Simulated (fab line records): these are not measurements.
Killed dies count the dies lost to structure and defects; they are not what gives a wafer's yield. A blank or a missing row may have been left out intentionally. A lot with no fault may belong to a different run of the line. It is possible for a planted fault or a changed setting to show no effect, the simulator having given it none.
fab line records	flow nand-harc
record: lots: 10	wafers: 30	last-day: 24
route steps=1159 shown A_M0@1008 A_M1@1034 END@1159
lots that met no fault: taken from a fault-free run of the same line
start-h: start of the lot's first displayed wafer, in hours after the record's first day	wait-h: hours from the lot's prior step to this one	" identical to the entry in the row above	L1.1+2: a single row standing in for several wafers	- no value, or no start given	* or withheld: withheld	< > ~ a bound
route shown NAME@n: NAME is a module with steps in the file, n the number in the route of the first one	usual: average and standard deviation across the fault-free wafers	same: alike in all rows	chamber/n: place in a boat	sites: each site's reading	_std_site: standard deviation across them	_edge_site: the outer-site mean with the inner-site mean subtracted	radius-mm: for every site, how far away it sits from the centre of the wafer	mask NAME#n: copy n	behind: the last tool/chamber to shape the wafer	hold: the reason the lot was held/the length of the hold in hours/how it ended	device: which transistor (n, p or np) failed to switch	end of line: at the end of the route, the tests of the same wafers	where a step has no rows: the recipe by itself	killed: dies lost to structure and defects at the first sort, not the wafer's yield	map: dies across one wafer; x = killed, . = not, _ = none there
set.NAME: the setting that was run; set.NAME@STEP: the one run at that earlier step	model.NAME: the simulator's own value behind a step, which no gauge read
the route's steps for a sample of lots (tables are steps, rows are wafers)
services: when a tool's chamber went out of use (start-h, in hours from the record's first day, below 0 if earlier), for how many hours, and the reason
== steps ==
step: NHARC_A_M0_ETCH_34
recipe: target-depth-a: 400	overetch-a: 120	time-s: 43.94	ion-energy-ev: 200	n2-flow-sccm: 150	h2-flow-sccm: 150	ar-flow-sccm: 0	rf-w: 400	bias-w: 150	chemistry: N2/H2
usual: bias-w: 150.1/0.39	drypump-motor-current-A: 5.7/0.37	n2-flow-sccm: 150.0/0.48	oes-product-au: 1.003/0.0097	rf-fwd-power-W: 394.6/2.2	rf-vpp-V: 431.7/2.6	showerhead-plenum-p-Torr: 2.09/0.086	throttle-valve-pct: 14.171/0.0085
same: time-s: 43.94
lot.wafer	tool	chamber	start-h	wait-h	bias-w	drypump-motor-current-A	n2-flow-sccm	oes-product-au	rf-fwd-power-W	rf-hours-counter-h	rf-vpp-V	showerhead-plenum-p-Torr	throttle-valve-pct
L729.3	rie-diel-04	1	408.88	0.1	150.8	5.7	150.0	0.982	395.8	6	434.5	2.19	14.174
L729.1	"	2	"	"	149.5	6.0	150.3	1.006	392.7	6	427.7	1.95	14.182
L729.6	"	0	"	"	150.1	6.1	149.9	1.010	397.7	-	433.4	2.10	14.171
L730.2	rie-diel-02	0	411.63	0.1	150.0	5.5	149.0	0.997	397.7	7	432.0	2.08	14.161
L730.3	"	1	"	"	149.5	5.8	150.1	1.000	393.1	7	431.7	2.09	14.178
L730.5	"	3	"	"	150.6	4.8	150.1	1.019	394.6	-	433.0	2.15	14.173
L733.4	rie-diel-02	3	436.88	0.1	150.6	4.8	150.4	1.004	391.1	7	431.7	2.15	14.169
L733.2	"	1	"	"	150.2	5.7	150.5	1.003	395.9	8	432.4	2.09	14.180
L733.5	"	0	"	"	149.6	5.5	149.7	1.003	397.7	-	431.9	2.08	14.163
L735.3	rie-diel-04	0	438.18	0.1	150.2	6.1	150.1	1.032	396.8	9	432.5	2.10	14.186
L735.2	"	3	"	"	149.9	5.3	150.4	1.004	393.1	9	432.8	2.15	14.172
L735.5	"	1	"	"	149.8	5.7	150.4	1.000	396.5	-	433.5	2.18	14.157
L737.1	rie-diel-02	3	460.40	0.1	150.8	4.8	149.7	1.009	391.8	9	433.8	2.15	14.181
L737.3	"	0	"	"	149.8	5.5	150.4	0.992	396.4	10	431.3	2.08	14.168
L737.5	"	2	"	"	149.6	5.6	150.9	1.000	392.2	-	431.9	2.14	14.154
L741.1	rie-diel-02	2	494.77	0.1	149.5	5.6	150.5	0.987	391.8	11	433.4	2.14	14.170
L741.3	"	3	"	"	150.4	4.8	150.3	1.004	392.9	11	434.0	2.14	14.166
L741.6	"	1	"	"	150.6	5.8	149.7	1.003	394.1	-	430.9	2.08	14.176
L744.3	rie-diel-13	1	511.41	0.1	149.7	5.8	151.3	0.993	392.1	1	432.3	2.12	14.178
L744.1	"	3	"	"	150.0	5.9	149.4	0.991	393.9	1	430.6	2.08	14.167
L744.6	"	0	"	"	149.1	5.9	150.4	0.980	393.6	-	427.4	1.90	14.165
L746.1	rie-diel-04	1	513.38	0.1	150.3	5.7	148.9	1.014	395.4	3	432.6	2.18	14.174
L746.3	"	2	"	"	150.4	6.0	149.9	1.002	389.5	3	427.7	1.95	14.163
L746.6	"	2	"	"	149.9	6.0	150.6	1.013	392.9	-	427.5	1.95	14.171
L743.4	rie-diel-04	3	513.54	0.1	150.5	5.3	150.5	0.999	396.4	3	433.9	2.15	14.174
L743.2	"	1	"	"	149.9	5.7	149.6	1.014	396.1	3	434.4	2.18	14.164
L743.5	"	0	"	"	150.1	6.1	149.7	0.999	397.2	-	433.1	2.10	14.163
L748.1	rie-diel-04	2	521.61	0.1	149.6	6.0	150.0	0.995	391.6	4	427.5	1.95	14.165
L748.5	"	0	"	"	150.2	6.1	149.8	1.002	394.8	-	432.6	2.10	14.183
L748.6	"	1	"	"	150.2	5.7	150.2	1.016	396.5	-	434.9	2.18	14.169
step: NHARC_A_M0_STRIP_18
recipe: power-w: 1000	n2-flow-sccm: 150	h2-flow-sccm: 150	ar-flow-sccm: 0	bias-w: 0	chemistry: N2/H2
usual: drypump-motor-current-A: 5.7/0.34	n2-flow-sccm: 149.9/0.43	oes-product-au: 1.002/0.012	rf-fwd-power-W: 997/3.5	rf-vpp-V: 90.7/0.97	showerhead-plenum-p-Torr: 2.06/0.1	throttle-valve-pct: 14.171/0.0084
same: bias-w: 0
lot.wafer	tool	chamber	start-h	wait-h	drypump-motor-current-A	n2-flow-sccm	oes-product-au	rf-fwd-power-W	rf-hours-counter-h	rf-vpp-V	showerhead-plenum-p-Torr	throttle-valve-pct
L729.3	rie-diel-02	2	409.20	0.1	5.6	149.8	0.981	997	5	92.0	2.14	14.156
L729.1	"	0	"	"	5.5	150.3	0.992	1000	7	91.9	2.08	14.180
L729.6	"	2	"	"	5.6	149.7	0.998	998	-	90.9	2.14	14.181
L730.3	rie-diel-04	0	411.93	0.1	6.1	150.1	1.015	999	7	90.5	2.10	14.165
L730.2	"	2	"	"	6.0	149.7	1.011	990	7	90.1	1.95	14.187
L730.5	"	3	"	"	5.3	150.0	0.997	1000	-	92.1	2.15	14.165
L733.4	rie-diel-13	3	437.17	0.1	5.9	150.0	0.997	995	8	91.1	2.08	14.182
L733.2	"	0	"	"	5.9	150.7	1.009	1006	10	90.8	1.90	14.174
L733.5	"	3	"	"	5.9	150.3	0.998	992	-	90.9	2.08	14.195
L735.2	rie-diel-13	3	438.47	0.1	5.9	149.8	0.997	1000	8	89.4	2.08	14.162
L735.3	"	0	"	"	5.9	150.0	1.006	992	10	89.5	1.90	14.167
L735.5	"	3	"	"	5.9	150.5	0.992	1001	-	91.0	2.08	14.177
L737.1	rie-diel-04	2	460.70	0.1	6.0	149.7	1.004	996	10	88.5	1.95	14.179
L737.3	"	3	"	"	5.3	150.2	0.986	998	11	92.5	2.15	14.166
L737.5	"	1	"	"	5.7	150.3	0.982	1000	-	90.3	2.18	14.174
L741.3	rie-diel-02	2	495.08	0.1	5.6	150.3	0.981	995	11	92.3	2.14	14.184
L741.1	"	0	"	"	5.5	150.8	0.987	997	12	90.2	2.08	14.177
L741.6	"	2	"	"	5.6	150.6	0.987	998	-	91.0	2.14	14.185
L744.1	rie-diel-13	0	511.70	0.1	5.9	150.0	1.002	998	2	90.7	1.90	14.169
L744.3	"	1	"	"	5.8	150.4	0.996	994	1	90.3	2.12	14.165
L744.6	"	0	"	"	5.9	149.5	0.994	990	-	89.4	1.90	14.174
L746.3	rie-diel-13	2	513.70	0.1	6.1	150.3	1.026	994	1	88.2	1.89	14.174
L746.1	"	1	"	"	5.8	149.6	0.992	997	1	92.1	2.12	14.153
L746.6	"	2	"	"	6.1	149.5	1.030	1000	-	91.4	1.89	14.165
L743.2	rie-diel-04	0	513.88	0.1	6.1	149.5	1.002	1001	3	89.4	2.10	14.164
L743.4	"	1	"	"	5.7	150.5	1.003	998	3	92.1	2.18	14.170
L743.5	"	3	"	"	5.3	149.8	0.993	998	-	91.5	2.15	14.171
L748.1	rie-diel-13	0	521.96	0.2	5.9	149.0	1.001	995	2	90.7	1.90	14.168
L748.6	"	1	"	"	5.8	150.7	0.985	994	-	91.0	2.12	14.161
L748.5	"	2	"	"	6.0	149.9	1.030	991	-	89.5	1.89	14.169
step: NHARC_A_M0_PVD_21
recipe: target-thk-a: 300	chamber-pressure-pa: 5	power-w: 5000	substrate-temp-c: 30	time-s: 20.49	material: Cu
usual: chamber-pressure-pa: 5.000/0.011	throttle-valve-pct: 29.6/1.3
same: time-s: 20.49
lot.wafer	tool	chamber	start-h	wait-h	chamber-pressure-pa	throttle-valve-pct
L729.3	pvd-sputter-01	-	-	-	5.013	29.7
L729.1	"	-	"	"	5.011	29.2
L729.6	"	-	"	"	4.993	30.0
L730.3	pvd-sputter-02	-	-	-	5.001	27.7
L730.2	"	-	"	"	5.005	29.7
L730.5	"	-	"	"	4.994	29.5
L733.2	pvd-sputter-01	-	-	-	4.982	29.8
L733.4	"	-	"	"	5.006	28.0
L733.5	"	-	"	"	4.997	29.2
L735.3	pvd-sputter-02	-	-	-	4.979	27.7
L735.2	"	-	"	"	5.017	29.7
L735.5	"	-	"	"	5.008	29.6
L737.3	pvd-sputter-02	-	-	-	4.981	30.0
L737.1	"	-	"	"	5.016	29.7
L737.5	"	-	"	"	4.995	32.1
L741.3	pvd-sputter-02	-	-	-	4.994	32.3
L741.1	"	-	"	"	5.009	27.6
L741.6	"	-	"	"	5.013	29.5
L744.3	pvd-sputter-03	-	-	-	5.011	30.8
L744.1	"	-	"	"	4.996	29.9
L744.6	"	-	"	"	5.002	26.9
L746.1	pvd-sputter-02	-	-	-	4.997	29.8
L746.3	"	-	"	"	4.996	32.0
L746.6	"	-	"	"	4.991	29.8
L743.2	pvd-sputter-03	-	-	-	4.998	29.9
L743.4	"	-	"	"	5.008	27.2
L743.5	"	-	"	"	5.008	26.8
L748.1	pvd-sputter-02	-	-	-	4.999	29.7
L748.5	"	-	"	"	5.002	29.4
L748.6	"	-	"	"	4.988	31.9
step: NHARC_A_M1_PEB_07
recipe: peb-temp-c: 100	peb-time-s: 65
usual: heater-power-total-W: 156.6/0.43	plate-temp-C: 100.01/0.13
lot.wafer	tool	chamber	start-h	wait-h	heater-power-total-W	plate-temp-C
L729.1	litho-track-04	0	412.72	0.1	157.0	100.01
L729.3	"	0	"	"	156.2	99.93
L729.6	"	0	"	"	156.2	100.21
L730.2	litho-track-06	0	416.34	0.1	157.2	100.16
L730.3	"	0	"	"	156.8	100.16
L730.5	"	0	"	"	156.0	100.08
L733.2	litho-track-04	0	440.79	0.1	156.1	100.03
L733.4	"	0	"	"	156.2	99.91
L733.5	"	0	"	"	156.5	100.03
L735.2	litho-track-06	0	441.92	0.1	157.2	100.07
L735.3	"	0	"	"	156.9	100.12
L735.5	"	0	"	"	156.7	100.11
L737.1	litho-track-06	0	464.26	0.1	150.2	96.90
L737.3	"	0	"	"	150.1	96.90
L737.5	"	0	"	"	150.9	97.16
L741.1	litho-track-06	0	498.35	0.1	150.8	97.05
L741.3	"	0	"	"	150.4	97.18
L741.6	"	0	"	"	149.9	97.00
L744.1	litho-track-01	0	515.10	0.1	156.9	99.97
L744.3	"	0	"	"	157.0	100.04
L744.6	"	0	"	"	156.5	100.03
L746.1	litho-track-01	0	517.11	0.1	156.4	99.98
L746.3	"	0	"	"	156.8	99.86
L746.6	"	0	"	"	156.4	100.00
L743.2	litho-track-01	0	517.39	0.1	156.1	100.16
L743.4	"	0	"	"	156.0	100.20
L743.5	"	0	"	"	156.8	100.07
L748.1	litho-track-01	0	525.52	0.1	157.1	100.02
L748.5	"	0	"	"	156.6	99.92
L748.6	"	0	"	"	156.9	100.04
step: NHARC_A_M1_CD_MEAS_09
recipe: target-cd-nm: 120	landing-energy-ev: 500
usual: cd-nm: 119.9/0.76
lot.wafer	tool	chamber	start-h	wait-h	cd-nm
L729.1	cd-sem-02	0	412.80	-	121.0
L729.3	"	0	"	"	120.4
L729.6	"	0	"	"	120.2
L730.2	cd-sem-03	0	416.42	-	121.2
L730.3	"	0	"	"	121.3
L730.5	"	0	"	"	120.5
L733.2	cd-sem-03	0	440.87	-	120.6
L733.4	"	0	"	"	119.8
L733.5	"	0	"	"	119.5
L735.2	cd-sem-03	0	442.00	-	119.6
L735.3	"	0	"	"	120.2
L735.5	"	0	"	"	119.3
L737.1	cd-sem-03	0	464.34	-	108.7
L737.3	"	0	"	"	107.9
L737.5	"	0	"	"	107.3
L741.1	cd-sem-01	0	498.43	-	108.3
L741.3	"	0	"	"	110.2
L741.6	"	0	"	"	108.7
L744.1	cd-sem-03	0	515.17	-	120.4
L744.3	"	0	"	"	119.7
L744.6	"	0	"	"	120.4
L746.1	cd-sem-02	0	517.19	-	119.3
L746.3	"	0	"	"	120.2
L746.6	"	0	"	"	121.6
L743.2	cd-sem-02	0	517.47	-	121.4
L743.4	"	0	"	"	119.8
L743.5	"	0	"	"	120.5
L748.1	cd-sem-01	0	525.60	-	119.5
L748.5	"	0	"	"	119.6
L748.6	"	0	"	"	119.7
step: NHARC_END_SORT_01
recipe: temp-c: 25
usual: defect-limited-yield: 95.0/1.6	killed-at-array: 30/10	killed-at-other: 0.5/0.82	killed-at-periphery: 2.9/2	killed-dies: 34/11	killed-open: 3.2/1.8	killed-short: 2.0/1.4	sort_bin_2_pct: 1.5/0.68	sort_bin_3_pct: 0.28/0.21	sort_bin_4_pct: 3.1/0.97	sort_bin_6_pct: 0.00/0.012	sort-n-pass: 643/11	sort-rim-yield-pct: 94.6/2.9	sort-yield-pct: 95.0/1.6
same: gross-dies: 677	sort_bin_5_pct[%]: 0	sort_bin_7_pct[%]: 0	sort_bin_8_pct[%]: 0	sort-rim-n-gross: 106.00
lot.wafer	tool	chamber	start-h	wait-h	defect-limited-yield[%]	killed-at-array	killed-at-other	killed-at-periphery	killed-dies	killed-open	killed-short	sort_bin_2_pct[%]	sort_bin_3_pct[%]	sort_bin_4_pct[%]	sort_bin_6_pct[%]	sort-n-pass	sort-rim-yield-pct[%]	sort-yield-pct[%]
L729.1	prober-01	0	450.54	2.5	95.0	32	0	2	34	1	2	1.6	0.44	3.0	0	643	95.3	95.0
L729.3	prober-01	0	452.17	3.1	95.1	31	0	2	33	2	4	1.2	0.30	3.4	0	644	96.2	95.1
L729.6	prober-01	0	454.61	4.1	95.3	29	0	3	32	2	5	1.5	0	3.2	0	645	90.6	95.3
L730.2	prober-01	0	459.27	2.8	96.0	26	0	1	27	4	2	1.5	0.15	2.4	0	650	96.2	96.0
L730.3	prober-01	0	460.06	3.1	96.3	22	2	1	25	1	1	0.7	0.30	2.7	0	652	99.1	96.3
L730.5	prober-01	0	461.64	3.7	96.2	24	1	1	26	4	2	1.5	0	2.4	0	651	96.2	96.2
L733.2	prober-01	0	474.89	2.8	95.3	29	0	3	32	4	1	1.3	0.59	2.8	0	645	99.1	95.3
L733.4	prober-01	0	476.48	3.4	95.3	30	0	2	32	2	3	1.0	0.30	3.4	0	645	94.3	95.3
L733.5	prober-01	0	477.28	3.7	96.9	18	0	3	21	1	0	0.7	0	2.4	0	656	98.1	96.9
L735.2	prober-01	0	482.63	2.8	95.6	25	1	4	30	4	2	0.9	0.30	3.2	0	647	94.3	95.6
L735.3	prober-01	0	483.42	3.1	93.6	27	5	11	43	5	1	1.6	0.30	4.4	0.15	633	95.3	93.5
L735.5	prober-01	0	485.01	3.7	94.8	24	1	10	35	3	0	1.5	0.15	3.5	0	642	95.3	94.8
L737.1	prober-02	0	502.58	2.5	95.0	32	2	0	34	4	1	1.5	0.44	3.1	0	643	97.2	95.0
L737.3	prober-02	0	504.18	3.1	94.8	33	2	0	35	3	0	1.2	0.15	3.8	0	642	95.3	94.8
L737.5	prober-02	0	505.78	3.7	95.1	29	1	3	33	3	1	1.9	0.30	2.7	0	644	94.3	95.1
L741.1	prober-01	0	536.54	2.5	96.9	18	1	2	21	1	1	1.3	0.15	1.6	0	656	94.3	96.9
L741.3	prober-01	0	538.13	3.1	97.0	16	0	4	20	5	2	1.0	0.30	1.6	0	657	97.2	97.0
L741.6	prober-01	0	540.51	4.0	96.2	19	1	6	26	3	3	1.0	0.30	2.5	0	651	95.3	96.2
L744.1	prober-02	0	551.89	2.5	93.4	42	0	3	45	8	1	1.8	0.30	4.6	0	632	96.2	93.4
L744.3	prober-02	0	553.48	3.1	94.5	34	0	3	37	2	4	2.1	0.44	3.0	0	640	93.4	94.5
L744.6	prober-02	0	555.87	4.0	95.4	25	2	4	31	3	2	1.9	0.15	2.5	0	646	91.5	95.4
L743.2	prober-01	0	559.39	2.8	93.5	39	1	4	44	8	1	2.2	0	4.3	0	633	91.5	93.5
L743.4	prober-01	0	560.96	3.3	94.5	36	0	1	37	2	3	1.9	0.30	3.2	0	640	94.3	94.5
L743.5	prober-01	0	561.75	3.6	94.5	35	0	2	37	2	4	1.0	0.44	4.0	0	640	97.2	94.5
L748.1	prober-01	0	566.36	2.5	92.0	49	0	5	54	6	4	2.8	0.74	4.4	0	623	90.6	92.0
L748.5	prober-01	0	569.54	3.7	91.3	50	0	9	59	4	1	2.5	0.44	5.8	0	618	90.6	91.3
L748.6	prober-01	0	570.33	4.0	93.4	43	0	2	45	3	1	2.1	0.59	4.0	0	632	89.6	93.4
L746.1	prober-02	0	567.52	2.5	93.6	37	0	6	43	5	3	1.9	0.44	4.0	0	634	86.8	93.6
L746.3	prober-02	0	569.11	3.1	94.1	36	0	4	40	2	2	1.8	0.30	3.8	0	637	94.3	94.1
L746.6	prober-02	0	571.51	4.0	93.6	40	1	2	43	6	2	1.6	1.03	3.7	0	634	93.4	93.6
killed by level:class
L729.1 A_SLIT:chamber-film-flake=15 A_CHANNEL_HOLE_D1:chamber-film-flake=10 A_STAIRCASE:chamber-film-flake=4 A_CHANNEL_FILL_D1:geometric-particle:short=1 P_M1:geometric-particle:short=1 A_WL_FILL:geometric-particle:open=1 P_BONDPAD:chamber-film-flake=1 A_CONTACT:chamber-film-flake=1
L729.3 A_SLIT:chamber-film-flake=12 A_CHANNEL_HOLE_D1:chamber-film-flake=8 A_STAIRCASE:chamber-film-flake=3 A_CHANNEL_FILL_D1:geometric-particle:short=2 A_CONTACT:chamber-film-flake=2 P_M0:geometric-particle:short=1 A_WL_FILL:geometric-particle:short=1 A_BLC:geometric-particle:open=1
L729.6 A_SLIT:chamber-film-flake=13 A_CHANNEL_HOLE_D1:chamber-film-flake=10 A_ONON_D1:geometric-particle:short=3 P_CONTACT:geometric-particle:open=1 P_CONTACT:geometric-particle:short=1 A_WL_FILL:geometric-particle:short=1 A_CONTACT:geometric-particle:open=1 P_BONDPAD:chamber-film-flake=1
L730.2 A_SLIT:chamber-film-flake=13 A_M1:geometric-particle:open=3 A_CONTACT:chamber-film-flake=3 A_CHANNEL_FILL_D1:chamber-film-flake=2 A_STAIRCASE:chamber-film-flake=2 P_CONTACT:geometric-particle:short=1 A_CHANNEL_FILL_D1:geometric-particle:short=1 A_CONTACT:geometric-particle:open=1
L730.3 A_SLIT:chamber-film-flake=12 A_SGD_CUT:chamber-film-flake=3 A_CONTACT:chamber-film-flake=3 P_GATE:geometric-particle:short=1 A_CHANNEL_HOLE_D1:chamber-film-flake=1 STARTING-WAFER:geometric-particle:open=1 A_CHANNEL_FILL_D1:chamber-film-flake=1 A_STAIRCASE:chamber-film-flake=1
L730.5 A_SLIT:chamber-film-flake=10 A_CHANNEL_FILL_D1:geometric-particle:short=2 A_M0:geometric-particle:open=2 A_CHANNEL_HOLE_D1:chamber-film-flake=2 A_CONTACT:chamber-film-flake=2 A_CHANNEL_FILL_D1:geometric-particle:open=1 A_CONTACT:geometric-particle:open=1 P_STI:chamber-film-flake=1
L733.2 A_STAIRCASE:chamber-film-flake=11 A_CHANNEL_HOLE_D1:chamber-film-flake=8 A_CONTACT:chamber-film-flake=3 A_CHANNEL_FILL_D1:geometric-particle:open=2 A_CONTACT:geometric-particle:open=2 A_CHANNEL_FILL_D1:chamber-film-flake=2 A_ONON_D1:geometric-particle:short=1 P_ZERO_WELL:chamber-film-flake=1
L733.4 A_STAIRCASE:chamber-film-flake=9 A_CONTACT:chamber-film-flake=7 A_CHANNEL_FILL_D1:chamber-film-flake=3 A_SGD_CUT:chamber-film-flake=3 A_CONTACT:geometric-particle:open=2 P_M0:chamber-film-flake=2 A_CHANNEL_HOLE_D1:chamber-film-flake=2 A_ONON_D1:geometric-particle:short=1
L733.5 A_CHANNEL_HOLE_D1:chamber-film-flake=7 A_STAIRCASE:chamber-film-flake=5 A_CONTACT:chamber-film-flake=4 P_M0:chamber-film-flake=2 P_M0:geometric-particle:open=1 A_ZERO_WELL:chamber-film-flake=1 A_CHANNEL_FILL_D1:chamber-film-flake=1
L735.2 A_CONTACT:chamber-film-flake=11 A_CHANNEL_HOLE_D1:chamber-film-flake=4 P_CONTACT:chamber-film-flake=3 A_STAIRCASE:chamber-film-flake=3 A_CHANNEL_HOLE_D1:geometric-particle:open=1 A_CHANNEL_FILL_D1:geometric-particle:short=1 A_WL_FILL:geometric-particle:open=1 A_CONTACT:geometric-particle:short=1
L735.3 A_CONTACT:chamber-film-flake=13 P_CONTACT:chamber-film-flake=8 A_WL_FILL:chamber-film-flake=4 THIN_TSV:chamber-film-flake=4 A_CHANNEL_HOLE_D1:chamber-film-flake=3 P_M0:geometric-particle:open=2 A_CONTACT:geometric-particle:open=2 A_STAIRCASE:chamber-film-flake=2
L735.5 A_CONTACT:chamber-film-flake=12 P_CONTACT:chamber-film-flake=6 A_CHANNEL_HOLE_D1:chamber-film-flake=4 A_STAIRCASE:chamber-film-flake=3 A_SGD_CUT:chamber-film-flake=2 A_WL_FILL:chamber-film-flake=2 P_CONTACT:geometric-particle:open=1 P_M0:geometric-particle:open=1
L737.1 A_CHANNEL_HOLE_D1:chamber-film-flake=8 A_SLIT:chamber-film-flake=8 A_CONTACT:chamber-film-flake=6 A_STAIRCASE:chamber-film-flake=4 A_WL_FILL:geometric-particle:open=2 THIN_TSV:chamber-film-flake=2 A_CHANNEL_FILL_D1:geometric-particle:open=1 A_WL_FILL:geometric-particle:short=1
L737.3 A_SLIT:chamber-film-flake=11 A_CHANNEL_HOLE_D1:chamber-film-flake=9 A_CONTACT:chamber-film-flake=7 A_STAIRCASE:chamber-film-flake=2 A_CONTACT:geometric-particle:open=1 A_M0:geometric-particle:open=1 STARTING-WAFER:geometric-particle:open=1 A_CHANNEL_FILL_D1:chamber-film-flake=1
L737.5 A_CHANNEL_HOLE_D1:chamber-film-flake=9 A_SLIT:chamber-film-flake=9 A_CONTACT:chamber-film-flake=5 A_STAIRCASE:chamber-film-flake=4 P_CONTACT:geometric-particle:short=1 P_M0:geometric-particle:open=1 P_M2:geometric-particle:open=1 A_CONTACT:geometric-particle:open=1
L741.1 A_CHANNEL_HOLE_D1:chamber-film-flake=5 A_ZERO_WELL:chamber-film-flake=3 A_M1:area-peb=3 A_STAIRCASE:chamber-film-flake=2 A_WL_FILL:chamber-film-flake=2 A_ONON_D1:geometric-particle:open=1 A_SGD_CUT:geometric-particle:short=1 P_GATE:chamber-film-flake=1
L741.3 A_CHANNEL_HOLE_D1:chamber-film-flake=4 A_STAIRCASE:chamber-film-flake=4 A_M0:geometric-particle:open=2 P_STI:geometric-particle:open=1 P_M0:geometric-particle:short=1 P_M0:geometric-particle:open=1 A_CHANNEL_HOLE_D1:geometric-particle:short=1 A_CONTACT:geometric-particle:open=1
L741.6 A_CHANNEL_HOLE_D1:chamber-film-flake=7 P_GATE:chamber-film-flake=3 A_STAIRCASE:chamber-film-flake=3 A_ZERO_WELL:chamber-film-flake=2 A_M1:area-peb=2 P_CONTACT:geometric-particle:open=1 P_CONTACT:geometric-particle:short=1 P_M1:geometric-particle:open=1
L744.1 A_SLIT:chamber-film-flake=14 A_CHANNEL_HOLE_D1:chamber-film-flake=12 A_CONTACT:chamber-film-flake=3 A_BLC:chamber-film-flake=3 A_ONON_D1:geometric-particle:open=2 P_M2:geometric-particle:open=1 A_SOURCE_PLATE:geometric-particle:open=1 A_ONON_D1:geometric-particle:short=1
L744.3 A_SLIT:chamber-film-flake=15 A_CHANNEL_HOLE_D1:chamber-film-flake=5 A_CONTACT:chamber-film-flake=4 A_BLC:chamber-film-flake=4 A_WL_FILL:geometric-particle:short=2 P_M0:geometric-particle:short=1 A_ONON_D1:geometric-particle:short=1 A_CONTACT:geometric-particle:open=1
L744.6 A_SLIT:chamber-film-flake=14 A_CHANNEL_HOLE_D1:chamber-film-flake=4 A_STAIRCASE:chamber-film-flake=3 P_CONTACT:geometric-particle:open=1 P_M0:geometric-particle:short=1 A_SOURCE_PLATE:geometric-particle:open=1 A_CHANNEL_FILL_D1:geometric-particle:short=1 A_M0:geometric-particle:open=1
L743.2 A_SLIT:chamber-film-flake=15 A_STAIRCASE:chamber-film-flake=10 A_CHANNEL_HOLE_D1:chamber-film-flake=5 A_CONTACT:geometric-particle:open=3 P_M0:geometric-particle:open=2 A_CONTACT:chamber-film-flake=2 P_M1:geometric-particle:open=1 A_WL_FILL:geometric-particle:open=1
L743.4 A_SLIT:chamber-film-flake=15 A_STAIRCASE:chamber-film-flake=7 A_CHANNEL_HOLE_D1:chamber-film-flake=5 A_CHANNEL_FILL_D1:chamber-film-flake=2 A_CONTACT:chamber-film-flake=2 P_M0:geometric-particle:open=1 A_SOURCE_PLATE:geometric-particle:short=1 A_CHANNEL_FILL_D1:geometric-particle:short=1
L743.5 A_SLIT:chamber-film-flake=11 A_STAIRCASE:chamber-film-flake=11 A_CHANNEL_HOLE_D1:chamber-film-flake=4 A_CHANNEL_FILL_D1:chamber-film-flake=2 P_M0:geometric-particle:short=1 A_WL_FILL:geometric-particle:short=1 A_WL_FILL:geometric-particle:open=1 A_CONTACT:geometric-particle:open=1
L748.1 A_CHANNEL_HOLE_D1:chamber-film-flake=18 A_SLIT:chamber-film-flake=14 A_CONTACT:chamber-film-flake=4 A_ZERO_WELL:chamber-film-flake=3 A_STAIRCASE:chamber-film-flake=3 A_CONTACT:geometric-particle:open=2 P_M2:chamber-film-flake=2 P_CONTACT:geometric-particle:open=1
L746.1 A_CHANNEL_HOLE_D1:chamber-film-flake=15 A_SLIT:chamber-film-flake=11 A_STAIRCASE:chamber-film-flake=3 P_GATE:geometric-particle:open=2 A_CHANNEL_FILL_D1:geometric-particle:short=2 A_WL_FILL:geometric-particle:open=2 P_STI:chamber-film-flake=2 A_CONTACT:chamber-film-flake=2
L746.3 A_CHANNEL_HOLE_D1:chamber-film-flake=15 A_SLIT:chamber-film-flake=14 P_GATE:chamber-film-flake=2 A_STAIRCASE:chamber-film-flake=2 A_CONTACT:chamber-film-flake=2 P_CONTACT:geometric-particle:short=1 A_SOURCE_PLATE:geometric-particle:short=1 A_CHANNEL_FILL_D1:geometric-particle:open=1
L748.5 A_SLIT:chamber-film-flake=20 A_CHANNEL_HOLE_D1:chamber-film-flake=17 A_CONTACT:chamber-film-flake=6 P_M2:chamber-film-flake=5 A_ONON_D1:geometric-particle:open=2 P_STI:chamber-film-flake=2 P_M1:geometric-particle:open=1 A_CHANNEL_FILL_D1:geometric-particle:short=1
L748.6 A_CHANNEL_HOLE_D1:chamber-film-flake=21 A_SLIT:chamber-film-flake=14 A_CONTACT:chamber-film-flake=3 A_CONTACT:geometric-particle:open=2 A_WL_FILL:geometric-particle:open=1 A_CONTACT:geometric-particle:short=1 P_STI:chamber-film-flake=1 P_M2:chamber-film-flake=1
L746.6 A_CHANNEL_HOLE_D1:chamber-film-flake=15 A_SLIT:chamber-film-flake=15 A_CONTACT:chamber-film-flake=4 P_CONTACT:geometric-particle:open=2 A_CHANNEL_FILL_D1:geometric-particle:open=2 A_CONTACT:geometric-particle:open=2 A_ONON_D1:geometric-particle:short=1 A_M0:geometric-particle:short=1
== services ==
tool	chamber	start-h	hours	kind
pvd-sputter-02	-	392.00	10.0	pm
rie-diel-04	0	395.95	-	clean
rie-diel-04	1	395.95	-	clean
rie-diel-04	2	395.95	-	clean
rie-diel-04	3	395.95	-	clean
rie-diel-04	0	420.58	-	clean
rie-diel-04	1	420.58	-	clean
rie-diel-04	2	420.58	-	clean
rie-diel-04	3	420.58	-	clean
litho-track-01	-	443.00	7.0	pm
rie-diel-04	0	445.08	-	clean
rie-diel-04	1	445.08	-	clean
rie-diel-04	2	445.08	-	clean
pvd-sputter-03	-	458.00	10.0	pm
rie-diel-04	-	465.90	9.0	pm
litho-track-06	-	467.00	7.0	pm
rie-diel-13	2	472.10	4.7	repair
pvd-sputter-02	-	478.67	1.3	repair
rie-diel-04	0	479.12	2.0	repair
rie-diel-13	-	480.02	9.0	pm
rie-diel-02	-	484.34	0.2	repair
litho-track-04	-	491.00	7.0	pm
rie-diel-02	-	504.70	9.0	pm
pvd-sputter-01	-	514.00	10.0	pm
== key ==
first-sign: step: NHARC_A_M1_PEB_07	reading: plate-temp-C	direction: down	sigmas: 22	usual: *	struck: *
effect: step: NHARC_A_M1_PEB_07	reading: heater-power-total-W	direction: down	sigmas: 15	usual: *	struck: *
effect: step: NHARC_A_M1_CD_MEAS_09	reading: cd-nm	direction: down	sigmas: 15	usual: 119.9	struck: 108.5
met-at NHARC_A_M1_PEB_07
struck-lots L737,L741
not-acting-at NHARC_A_M0_ETCH_34,NHARC_A_M0_STRIP_18,NHARC_A_M0_PVD_21
onset-between 441.92 464.26
fault: kind: process-parameter-drift	tool: litho-track-06	chamber: -	onset-h: 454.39	steps: NHARC_A_M1_PEB_07	channel: peb-temp-c	offset: *	shape: step	end-h: 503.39	acts-in: *	stated: *
